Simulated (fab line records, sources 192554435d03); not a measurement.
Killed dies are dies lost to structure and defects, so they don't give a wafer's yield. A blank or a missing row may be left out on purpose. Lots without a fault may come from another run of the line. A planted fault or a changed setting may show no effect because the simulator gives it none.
One fault seen from 3 desks | flow n5_finfet | each desk has only its own numbers; what lay behind them comes last

THE TOOL OWNER'S DESK: rie_diel-01
The tool's own readings at N5_BEOL_M2_DESCUM_16 (chemistry O2, time 7 s): means of the sampled wafers that have a number, for each lot that ran on this tool. A lot is out of limits, marked OUT, if its mean lies more than 4 standard deviations from the usual mean; the brackets give that distance.
Columns: A = drypump_motor_current_A at N5_BEOL_M2_DESCUM_16, usual 5.7 A; B = oes_product_au at N5_BEOL_M2_DESCUM_16, usual 0.80 a.u.; C = rf_fwd_power_W at N5_BEOL_M2_DESCUM_16, usual 49.27 W; D = rf_vpp_V at N5_BEOL_M2_DESCUM_16, usual 243.7 V; E = showerhead_plenum_p_Torr at N5_BEOL_M2_DESCUM_16, usual 2.13 Torr; F = throttle_valve_pct at N5_BEOL_M2_DESCUM_16, usual 20.37 %
lot  | first seen here | A   | B    | C     | D     | E    | F
L758 | day 7 23:02     | 6.2 | 0.71 | 49.29 | 243.0 | 2.11 | 20.35
L768 | day 10 07:53    | 6.1 | 0.84 | 49.27 | 244.9 | 2.18 | 20.16
This desk's finding: nothing out of limits on any of the 2 lots.

THE DEFECT DESK
What the inspections along the route counted, lot by lot: means of the sampled wafers that have a number. A lot is out of limits, marked OUT, if its mean lies more than 4 standard deviations from the usual mean; the brackets give that distance.
Columns: A = raw_defect_count at N5_BEOL_M2_INSPECT_13, usual 450
lot  | first seen here | A
L753 | day 6 10:20     | 316
L758 | day 7 23:01     | 340
L768 | day 10 07:37    | 478
L771 | day 11 06:15    | 446
L774 | day 12 01:11    | 491
This desk's finding: nothing out of limits on any of the 5 lots.

THE METROLOGY DESK
What the gauges read, lot by lot, whatever tool the lot ran on: means of the sampled wafers that have a number. A lot is out of limits, marked OUT, if its mean lies more than 4 standard deviations from the usual mean; the brackets give that distance. Of its 12 readings 7 are shown: those that lie furthest out on some lot.
Columns: A = cd_nm at N5_BEOL_M2_CD_MEAS_11, usual 16.89 nm; B = M2_OVL at N5_BEOL_M2_OVL_MEAS_12, usual -0.4 nm; C = DIBL_N at N5_BEOL_M4_RC_MEAS_101, usual 35.7 mV/V; D = IOFF_N at N5_BEOL_M4_RC_MEAS_101, usual 0.155 nA/um; E = IOFF_P at N5_BEOL_M4_RC_MEAS_101, usual 0.20 nA/um; F = ION_P at N5_BEOL_M4_RC_MEAS_101, usual 462 uA/um; G = VT_P at N5_BEOL_M4_RC_MEAS_101, usual -251 mV
lot  | first seen here | A     | B    | C    | D     | E    | F   | G
L753 | day 6 10:14     | 17.06 | -1.2 | 35.4 | 0.154 | 0.20 | 468 | -251
L758 | day 7 22:55     | 17.10 | 0.5  | 36.2 | 0.171 | 0.20 | 454 | -251
L768 | day 10 07:32    | 16.98 | -0.2 | 36.4 | 0.158 | 0.22 | 468 | -248
L771 | day 11 06:10    | 17.02 | -0.1 | 33.8 | 0.131 | 0.15 | 454 | -258
L774 | day 12 01:05    | 16.63 | -1.0 | 35.2 | 0.166 | 0.23 | 466 | -248
This desk's finding: nothing out of limits on any of the 5 lots.

PUT TOGETHER
The tool owner's desk saw nothing out of limits.
The defect desk saw nothing out of limits.
The metrology desk saw nothing out of limits.

WHAT THE SIMULATOR HAD PUT IN
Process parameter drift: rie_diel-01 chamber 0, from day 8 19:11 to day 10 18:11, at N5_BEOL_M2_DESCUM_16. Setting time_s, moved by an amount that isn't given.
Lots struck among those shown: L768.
